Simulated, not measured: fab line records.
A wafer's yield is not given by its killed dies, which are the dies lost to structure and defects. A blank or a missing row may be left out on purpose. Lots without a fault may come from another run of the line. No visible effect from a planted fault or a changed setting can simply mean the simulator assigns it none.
Chamber matching / flow n5 finfet / 4 sister chambers for N5_BEOL_M4_ETCHBACK_99 on rie diel-03
The step etches SiO2 in CHF3, target depth 5 nm, time 10.4 s. 4 wafers are shown with their chamber, then 10 later ones without.

== EACH WAFER AND ITS CHAMBER ==
wafer=L081.2; chamber=2; drypump motor current A (A)=5.3
wafer=L081.3; chamber=1; drypump motor current A (A)=6.5
wafer=L086.1; chamber=0; drypump motor current A (A)=5.5
wafer=L086.4; chamber=3; drypump motor current A (A)=4.8

== WAFERS WITHOUT THEIR CHAMBER ==
wafer=L086.5; drypump motor current A (A)=4.8
wafer=L088.1; drypump motor current A (A)=4.9
wafer=L088.4; drypump motor current A (A)=6.5
wafer=L088.6; drypump motor current A (A)=4.9
wafer=L094.1; drypump motor current A (A)=5.3
wafer=L094.2; drypump motor current A (A)=4.9
wafer=L094.3; drypump motor current A (A)=5.5
wafer=L094.4; drypump motor current A (A)=6.5
wafer=L094.5; drypump motor current A (A)=6.5
wafer=L094.6; drypump motor current A (A)=5.6

== WHICH CHAMBER EACH ONE RAN IN ==
wafer=L086.5; from the rows above=3; in truth=3
wafer=L088.1; from the rows above=3; in truth=3
wafer=L088.4; from the rows above=1; in truth=1
wafer=L088.6; from the rows above=3; in truth=3
wafer=L094.1; from the rows above=2; in truth=2
wafer=L094.2; from the rows above=3; in truth=3
wafer=L094.3; from the rows above=0; in truth=0
wafer=L094.4; from the rows above=1; in truth=1
wafer=L094.5; from the rows above=1; in truth=1
wafer=L094.6; from the rows above=0; in truth=0
10 of 10 placed correctly. Left unplaced by these rows: 0. Placed wrongly: 0.
How it was worked out, from the rows above alone: a wafer's distance from a chamber is the root of the sum, over the readings, of the square of ((its reading less the chamber's mean) divided by the reading's scatter). The wafer belongs to the nearest chamber; if the next one is less than 2 further off, it can't be placed. A chamber's mean is the mean of its shown wafers. The scatter: root of mean squared gap, hidden wafer to nearest shown wafer, with one shown wafer a chamber.
